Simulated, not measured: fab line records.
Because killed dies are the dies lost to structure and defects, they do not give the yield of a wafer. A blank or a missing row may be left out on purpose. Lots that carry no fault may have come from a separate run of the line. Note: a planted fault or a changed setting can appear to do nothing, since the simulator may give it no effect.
What tool caused it? ; flow n5Finfet ; 22 lots, 66 wafers sampled, at 6 steps of a route of 1938

== WHAT THE GAUGES READ, wafer by wafer ==
No reading from a measuring or inspecting step in the record can be judged against a usual standard deviation.

== WHICH TOOL RAN EACH LOT (tool, then ch and the chambers of the sampled wafers, then the start) ==
lot;N5_MOL_CONTACT_COAG_ETCH_67;N5_BEOL_M0_SAQP_PECVD_96;N5_BEOL_M0_SAQP_ETCH_83;N5_BEOL_M0_SAQP_ETCH_107;N5_BEOL_M0_SAQP_RECESS_109;N5_BEOL_M0_STRIP_104
L074;rieDiel-05 ch 0,2, day 5 11:08;pecvd-02 ch 0,1, day 5 17:05;rieDiel-02 ch 0,1,3, day 5 17:55;rieDiel-06 ch 1,3, day 5 22:04;vaporEtch-01 ch 0, day 5 23:53;rieDiel-01 ch 1,2,3, day 6 05:45
L075;rieDiel-05 ch 1,2, day 5 16:36;pecvd-04 ch 0,2, day 5 22:01;rieDiel-06 ch 0,3, day 5 22:49;rieDiel-06 ch 0,3, day 6 02:58;vaporEtch-01 ch 0,1, day 6 03:15;rieDiel-05 ch 0,1, day 6 08:53
L076;rieDiel-01 ch 0,1,3, day 5 22:53;pecvd-01 ch 1,2, day 6 05:07;rieDiel-06 ch 0,1, day 6 06:07;rieDiel-04 ch 0,2,3, day 6 08:25;vaporEtch-01 ch 0,1, day 6 08:52;rieDiel-01 ch 0,1,2, day 6 12:38
L078;rieDiel-05 ch 0,2, day 6 12:29;pecvd-02 ch 1,2, day 6 17:40;rieDiel-02 ch 1,2,3, day 6 18:20;rieDiel-02 ch 0,3, day 6 20:55;vaporEtch-01 ch 1, day 6 21:01;rieDiel-01 ch 1,3, day 7 04:02
L079;rieDiel-05 ch 0,1,2, day 6 14:56;pecvd-01 ch 0,1, day 6 20:21;rieDiel-04 ch 1,2, day 6 21:08;rieDiel-04 ch 1,2,3, day 6 23:44;vaporEtch-02 ch 0,1, day 6 23:53;rieDiel-01 ch 1,3, day 7 05:43
L080;rieDiel-05 ch 0,2,3, day 6 17:52;pecvd-01 ch 0,1, day 6 23:20;rieDiel-02 ch 2,3, day 7 00:07;rieDiel-06 ch 2,3, day 7 02:39;vaporEtch-01 ch 0,1, day 7 02:45;rieDiel-01 ch 0,1, day 7 07:33
L081;rieDiel-01 ch 0,1,2, day 7 10:43;pecvd-04 ch 0,1, day 7 15:37;rieDiel-02 ch 1,2,3, day 7 16:17;rieDiel-06 ch 0,1,2, day 7 18:52;vaporEtch-01 ch 0, day 7 18:58;rieDiel-03 ch 2,3, day 7 23:44
L082;rieDiel-03 ch 1,3, day 7 12:53;pecvd-02 ch 0,2, day 7 18:58;rieDiel-02 ch 1,2,3, day 7 19:45;rieDiel-04 ch 0,1, day 7 22:14;vaporEtch-02 ch 0, day 7 22:20;rieDiel-03 ch 2,3, day 8 02:31
L083;rieDiel-01 ch 0,2, day 7 14:15;pecvd-02 ch 0,1, day 7 21:43;rieDiel-04 ch 0,2, day 7 22:30;rieDiel-04 ch 0,2,3, day 8 02:14;vaporEtch-01 ch 0, day 8 02:48;rieDiel-05 ch 1,2,3, day 8 11:02
L084;rieDiel-03 ch 1,3, day 7 15:59;pecvd-01 ch 0,1, day 7 21:37;rieDiel-06 ch 0,1,3, day 7 22:17;rieDiel-04 ch 1,2,3, day 8 01:52;vaporEtch-01 ch 0,1, day 8 02:19;rieDiel-01 ch 0,1,2, day 8 10:38
L085;rieDiel-01 ch 0,2, day 8 04:16;pecvd-01 ch 0,1,2, day 8 10:53;rieDiel-06 ch 0,1,3, day 8 11:42;rieDiel-04 ch 1,2,3, day 8 14:40;vaporEtch-02 ch 0,1, day 8 14:49;rieDiel-03 ch 1,2,3, day 9 01:25
L086;rieDiel-01 ch 0,2,3, day 8 16:26;pecvd-01 ch 1,2, day 9 00:35;rieDiel-02 ch 0,2, day 9 01:15;rieDiel-04 ch 1,2,3, day 9 03:45;vaporEtch-01 ch 0,1, day 9 03:51;rieDiel-03 ch 0,3, day 9 07:56
L087;rieDiel-01 ch 1,2,3, day 8 18:21;pecvd-01 ch 0,1,2, day 9 01:38;rieDiel-04 ch 1,2,3, day 9 02:25;rieDiel-04 ch 1,2,3, day 9 04:48;vaporEtch-01 ch 0,1, day 9 04:55;rieDiel-03 ch 0,2, day 9 09:20
L088;rieDiel-03 ch 1,2,3, day 9 01:49;pecvd-02 ch 0,2, day 9 08:12;rieDiel-04 ch 3, day 9 09:09;rieDiel-06 ch 0,2, day 9 11:56;vaporEtch-02 ch 0,1, day 9 12:02;rieDiel-03 ch 0,3, day 9 16:22
L091;rieDiel-01 ch 0,2, day 9 10:35;pecvd-02 ch 1,2, day 9 16:53;rieDiel-04 ch 0,2,3, day 9 18:01;rieDiel-06 ch 0,3, day 9 21:05;vaporEtch-01 ch 1, day 9 21:11;rieDiel-05 ch 1,2, day 10 01:41
L090;rieDiel-03 ch 2,3, day 9 10:45;pecvd-04 ch 0,1,2, day 9 20:06;rieDiel-04 ch 1,2,3, day 9 20:47;rieDiel-02 ch 0,1,3, day 9 23:12;vaporEtch-02 ch 0,1, day 9 23:18;rieDiel-03 ch 2,3, day 10 05:10
L092;rieDiel-01 ch 1,2, day 9 18:45;pecvd-04 ch 1,2, day 10 02:04;rieDiel-02 ch 2,3, day 10 02:45;rieDiel-04 ch 0,3, day 10 05:10;vaporEtch-01 ch 0,1, day 10 05:16;rieDiel-05 ch 2,3, day 10 11:46
L093;rieDiel-05 ch 0,2,3, day 10 02:20;pecvd-01 ch 0,1, day 10 08:49;rieDiel-06 ch 3, day 10 10:04;rieDiel-06 ch 0,3, day 10 13:14;vaporEtch-02 ch 0,1, day 10 13:23;rieDiel-03 ch 1,2,3, day 10 16:55
L094;rieDiel-05 ch 0,3, day 10 11:23;pecvd-02 ch 0,1,2, day 10 17:22;rieDiel-04 ch 2,3, day 10 18:07;rieDiel-02 ch 0,1,3, day 10 20:50;vaporEtch-01 ch 0,1, day 10 20:59;rieDiel-01 ch 1,2,3, day 11 03:43
L095;rieDiel-03 ch 0,1,2, day 10 11:30;pecvd-02 ch 1,2, day 10 22:30;rieDiel-06 ch 0,2, day 10 23:18;rieDiel-06 ch 0,2,3, day 11 01:55;vaporEtch-01 ch 0,1, day 11 02:01;rieDiel-01 ch 1,2, day 11 06:08
L097;rieDiel-05 ch 1,2, day 10 23:08;pecvd-02 ch 0,2, day 11 04:29;rieDiel-02 ch 0,1, day 11 05:13;rieDiel-02 ch 1,2, day 11 08:40;vaporEtch-01 ch 0,1, day 11 08:46;rieDiel-05 ch 0,2,3, day 11 14:10
L096;rieDiel-01 ch 0,1,3, day 10 23:26;pecvd-02 ch 0,1,2, day 11 07:20;rieDiel-06 ch 0,2,3, day 11 08:18;rieDiel-06 ch 0,2,3, day 11 10:38;vaporEtch-01 ch 0,1, day 11 10:44;rieDiel-03 ch 0,1,2, day 11 17:29
- N5_MOL_CONTACT_COAG_ETCH_67: etches SOC in N2/H2, target depth 60 nm, overetch 21 nm, time 101.2 s.
- N5_BEOL_M0_SAQP_PECVD_96: deposits a-Si from SiH4/He, target thk 45 nm, time 45.2 s.
- N5_BEOL_M0_SAQP_ETCH_83: etches SiARC in CF4, target depth 39 nm, time 65 s.
- N5_BEOL_M0_SAQP_ETCH_107: etches SiNx in CH3F/O2, target depth 30 nm.
- N5_BEOL_M0_SAQP_RECESS_109: chemistry HF/NH3, target SiO2, target depth 3 nm, afs cycles 1, sublimation time 60 s.
- N5_BEOL_M0_STRIP_104: strips in N2/H2.

== WHAT THE TOOLS THEMSELVES READ (means of the sampled wafers that have a number; where no wafer has one, the mark that the record gives instead) ==
N5_MOL_CONTACT_COAG_ETCH_67. Usual: drypumpMotorCurrentA 5.8 A, standard deviation 0.32; oesProductAu 0.69 a.u., standard deviation 0.077; rfVppV 524.2 V, standard deviation 2.3; showerheadPlenumPTorr 2.55 Torr, standard deviation 0.081; throttleValvePct 17.80 %, standard deviation 0.27.
lot;tool;drypumpMotorCurrentA (A);oesProductAu (a.u.);rfVppV (V);showerheadPlenumPTorr (Torr);throttleValvePct (%);flag
L074;rieDiel-05;5.9;0.77;522.7;2.52;18.09;
L075;rieDiel-05;5.8;0.79;523.2;2.54;17.94;
L076;rieDiel-01;5.7;0.65;524.1;2.54;17.76;
L078;rieDiel-05;5.8;0.68;523.0;2.53;17.96;
L079;rieDiel-05;5.9;0.72;523.8;2.54;17.79;
L080;rieDiel-05;5.6;0.73;522.6;2.51;18.00;
L081;rieDiel-01;6.1;0.73;526.2;2.60;17.67;
L082;rieDiel-03;5.5;0.63;521.8;2.45;17.77;
L083;rieDiel-01;6.2;0.77;524.7;2.57;17.70;
L084;rieDiel-03;5.5;0.63;521.7;2.45;17.77;
L085;rieDiel-01;6.2;0.70;524.4;2.56;17.74;
L086;rieDiel-01;5.8;0.75;526.6;2.61;17.66;
L087;rieDiel-01;5.7;0.75;526.1;2.65;17.61;
L088;rieDiel-03;5.6;0.63;521.6;2.46;17.80;
L091;rieDiel-01;6.2;0.69;525.1;2.55;17.78;
L090;rieDiel-03;5.7;0.64;522.4;2.48;17.83;
L092;rieDiel-01;6.0;0.69;525.8;2.63;17.64;
L093;rieDiel-05;5.7;0.71;523.0;2.50;18.04;
L094;rieDiel-05;5.5;0.71;522.6;2.49;17.92;
L095;rieDiel-03;5.5;0.59;522.2;2.47;18.00;
L097;rieDiel-05;5.9;0.73;522.9;2.53;17.99;
L096;rieDiel-01;5.7;0.68;525.5;2.63;17.68;

N5_BEOL_M0_SAQP_PECVD_96. Usual: heaterPowerW 614 W, standard deviation 60; showerheadPlenumPTorr 5.68 Torr, standard deviation 0.046; throttleValvePct 18.3 %, standard deviation 1.
lot;tool;heaterPowerW (W);showerheadPlenumPTorr (Torr);throttleValvePct (%);flag
L074;pecvd-02;604;5.73;19.4;
L075;pecvd-04;621;5.61;16.8;
L076;pecvd-01;613;5.63;19.1;
L078;pecvd-02;575;5.73;18.4;
L079;pecvd-01;659;5.64;17.7;
L080;pecvd-01;628;5.64;18.6;
L081;pecvd-04;688;5.68;17.1;
L082;pecvd-02;615;5.71;18.0;
L083;pecvd-02;560;5.73;19.4;
L084;pecvd-01;600;5.64;18.7;
L085;pecvd-01;651;5.66;18.4;
L086;pecvd-01;577;5.64;18.9;
L087;pecvd-01;649;5.64;18.4;
L088;pecvd-02;573;5.71;17.8;
L091;pecvd-02;582;5.74;19.1;
L090;pecvd-04;620;5.65;17.1;
L092;pecvd-04;648;5.70;17.3;
L093;pecvd-01;648;5.63;18.7;
L094;pecvd-02;567;5.71;18.9;
L095;pecvd-02;576;5.74;19.3;
L097;pecvd-02;626;5.70;18.3;
L096;pecvd-02;565;5.71;18.8;

N5_BEOL_M0_SAQP_ETCH_83. Usual: drypumpMotorCurrentA 5.6 A, standard deviation 0.44; etchRfOnTimeS 65.6 s, standard deviation 2.1; oesProductAu 0.65 a.u., standard deviation 0.068; rfVppV 183.7 V, standard deviation 1.2; showerheadPlenumPTorr 2.13 Torr, standard deviation 0.06; throttleValvePct 15.71 %, standard deviation 0.28.
lot;tool;drypumpMotorCurrentA (A);etchRfOnTimeS (s);oesProductAu (a.u.);rfVppV (V);showerheadPlenumPTorr (Torr);throttleValvePct (%);flag
L074;rieDiel-02;5.6;63.6;0.69;183.5;2.11;15.74;
L075;rieDiel-06;5.3;64.5;0.72;183.2;2.09;15.78;
L076;rieDiel-06;5.2;69.0;0.62;182.8;2.05;15.80;
L078;rieDiel-02;5.6;64.7;0.67;182.9;2.10;15.62;
L079;rieDiel-04;6.4;66.6;0.65;184.4;2.17;15.54;
L080;rieDiel-02;5.3;65.3;0.64;183.8;2.10;15.90;
L081;rieDiel-02;5.6;64.6;0.66;183.1;2.10;15.63;
L082;rieDiel-02;5.6;65.6;0.66;183.8;2.10;15.64;
L083;rieDiel-04;6.0;67.0;0.59;183.9;2.18;16.05;
L084;rieDiel-06;5.2;65.2;0.73;184.4;2.15;15.68;
L085;rieDiel-06;5.2;65.1;0.72;183.5;2.15;15.69;
L086;rieDiel-02;5.8;67.8;0.59;183.2;2.12;15.70;
L087;rieDiel-04;6.0;66.4;0.62;184.9;2.19;15.65;
L088;rieDiel-04;5.3;66.4;0.60;184.4;2.21;15.60;
L091;rieDiel-04;5.6;66.3;0.66;184.4;2.18;15.75;
L090;rieDiel-04;5.9;66.2;0.61;185.0;2.18;15.66;
L092;rieDiel-02;5.5;67.5;0.59;184.0;2.11;15.76;
L093;rieDiel-06;5.3;63.2;0.63;182.6;2.06;16.02;
L094;rieDiel-04;5.8;65.9;0.58;184.8;2.20;15.90;
L095;rieDiel-06;5.0;67.5;0.74;183.9;2.16;15.45;
L097;rieDiel-02;5.9;63.7;0.68;183.1;2.09;15.55;
L096;rieDiel-06;5.1;65.4;0.69;183.4;2.11;15.71;

N5_BEOL_M0_SAQP_ETCH_107. Usual: drypumpMotorCurrentA 5.6 A, standard deviation 0.48; oesProductAu 0.76 a.u., standard deviation 0.076; rfVppV 298 V, standard deviation 7.9; showerheadPlenumPTorr 1.99 Torr, standard deviation 0.063; throttleValvePct 16.48 %, standard deviation 0.29.
lot;tool;drypumpMotorCurrentA (A);oesProductAu (a.u.);rfVppV (V);showerheadPlenumPTorr (Torr);throttleValvePct (%);flag
L074;rieDiel-06;5.2;0.73;295;1.92;16.65;
L075;rieDiel-06;5.3;0.80;295;1.94;16.60;
L076;rieDiel-04;5.7;0.70;297;2.04;16.64;
L078;rieDiel-02;5.4;0.78;299;1.96;16.81;
L079;rieDiel-04;6.0;0.74;305;2.05;16.37;
L080;rieDiel-06;5.0;0.69;293;2.02;16.64;
L081;rieDiel-06;5.1;0.83;301;2.05;16.40;
L082;rieDiel-04;5.9;0.72;299;1.98;16.56;
L083;rieDiel-04;5.6;0.70;297;2.04;16.67;
L084;rieDiel-04;6.0;0.73;304;2.05;16.38;
L085;rieDiel-04;6.0;0.72;305;2.05;16.39;
L086;rieDiel-04;6.0;0.72;305;2.04;16.38;
L087;rieDiel-04;6.0;0.72;305;2.04;16.40;
L088;rieDiel-06;5.2;0.87;298;1.98;16.37;
L091;rieDiel-06;5.3;0.76;294;1.93;16.66;
L090;rieDiel-02;5.6;0.78;294;1.95;16.57;
L092;rieDiel-04;5.5;0.86;294;2.00;16.38;
L093;rieDiel-06;5.3;0.79;296;1.93;16.58;
L094;rieDiel-02;5.7;0.77;294;1.95;16.58;
L095;rieDiel-06;5.1;0.81;295;1.97;16.47;
L097;rieDiel-02;5.9;0.76;291;1.95;16.12;
L096;rieDiel-06;5.1;0.80;295;1.97;16.48;

N5_BEOL_M0_SAQP_RECESS_109. Usual: drypumpMotorCurrentA 5.9 A, standard deviation 0.57.
lot;tool;drypumpMotorCurrentA (A);flag
L074;vaporEtch-01;6.2;
L075;vaporEtch-01;6.0;
L076;vaporEtch-01;5.9;
L078;vaporEtch-01;5.7;
L079;vaporEtch-02;6.1;
L080;vaporEtch-01;5.9;
L081;vaporEtch-01;6.2;
L082;vaporEtch-02;6.8;
L083;vaporEtch-01;6.2;
L084;vaporEtch-01;5.8;
L085;vaporEtch-02;5.4;
L086;vaporEtch-01;5.9;
L087;vaporEtch-01;6.0;
L088;vaporEtch-02;6.1;
L091;vaporEtch-01;5.7;
L090;vaporEtch-02;6.1;
L092;vaporEtch-01;5.9;
L093;vaporEtch-02;5.4;
L094;vaporEtch-01;6.0;
L095;vaporEtch-01;5.9;
L097;vaporEtch-01;5.9;
L096;vaporEtch-01;5.9;

N5_BEOL_M0_STRIP_104. Usual: drypumpMotorCurrentA 5.7 A, standard deviation 0.32; oesProductAu 0.79 a.u., standard deviation 0.084; rfVppV 59.3 V, standard deviation 1.7; showerheadPlenumPTorr 2.52 Torr, standard deviation 0.094; throttleValvePct 23.6 %, standard deviation 0.33.
lot;tool;drypumpMotorCurrentA (A);oesProductAu (a.u.);rfVppV (V);showerheadPlenumPTorr (Torr);throttleValvePct (%);flag
L074;rieDiel-01;5.7;0.72;59.3;2.55;23.5;
L075;rieDiel-05;5.8;0.80;58.1;2.54;23.3;
L076;rieDiel-01;6.1;0.77;59.7;2.60;23.4;
L078;rieDiel-01;5.7;0.76;60.1;2.57;23.5;
L079;rieDiel-01;5.7;0.75;59.7;2.57;23.5;
L080;rieDiel-01;6.0;0.80;59.9;2.62;23.3;
L081;rieDiel-03;5.6;0.81;59.5;2.53;23.6;
L082;rieDiel-03;5.7;0.77;59.7;2.48;23.7;
L083;rieDiel-05;5.6;0.91;58.4;2.52;23.7;
L084;rieDiel-01;6.1;0.84;59.3;2.59;23.4;
L085;rieDiel-03;5.6;0.77;58.9;2.46;23.6;
L086;rieDiel-03;5.5;0.74;59.5;2.60;23.8;
L087;rieDiel-03;5.7;0.73;58.1;2.49;23.9;
L088;rieDiel-03;5.5;0.73;60.4;2.60;23.8;
L091;rieDiel-05;5.9;0.89;59.7;2.54;23.5;
L090;rieDiel-03;5.7;0.79;60.0;2.52;23.7;
L092;rieDiel-05;5.7;0.90;58.6;2.49;24.2;
L093;rieDiel-03;5.6;0.75;58.9;2.45;23.6;
L094;rieDiel-01;5.7;0.86;60.7;2.64;23.4;
L095;rieDiel-01;6.0;0.82;59.1;2.62;23.4;
L097;rieDiel-05;5.6;0.85;57.9;2.49;23.9;
L096;rieDiel-03;5.5;0.70;58.6;2.46;23.8;

== THE ANSWER, worked out from the rows above alone ==
Rule: a lot is off if the mean of its wafers that have a number lies more than 3 standard deviations from the usual mean. A lot without any number at a reading at which 4 lots or more have one is off too. Any other lot the step has rows for is counted as sound. The gauges are gone through in route order, then the tools' own readings, and for those a lot's mean is taken as printed above. At the first step where some lot is off, the reading lying furthest off is the one used; lots without a number count as furthest.
Across all readings shown, no lot is off: no conclusion can be drawn from this.

== WHAT HAD BEEN PUT IN BY THE SIMULATOR ==
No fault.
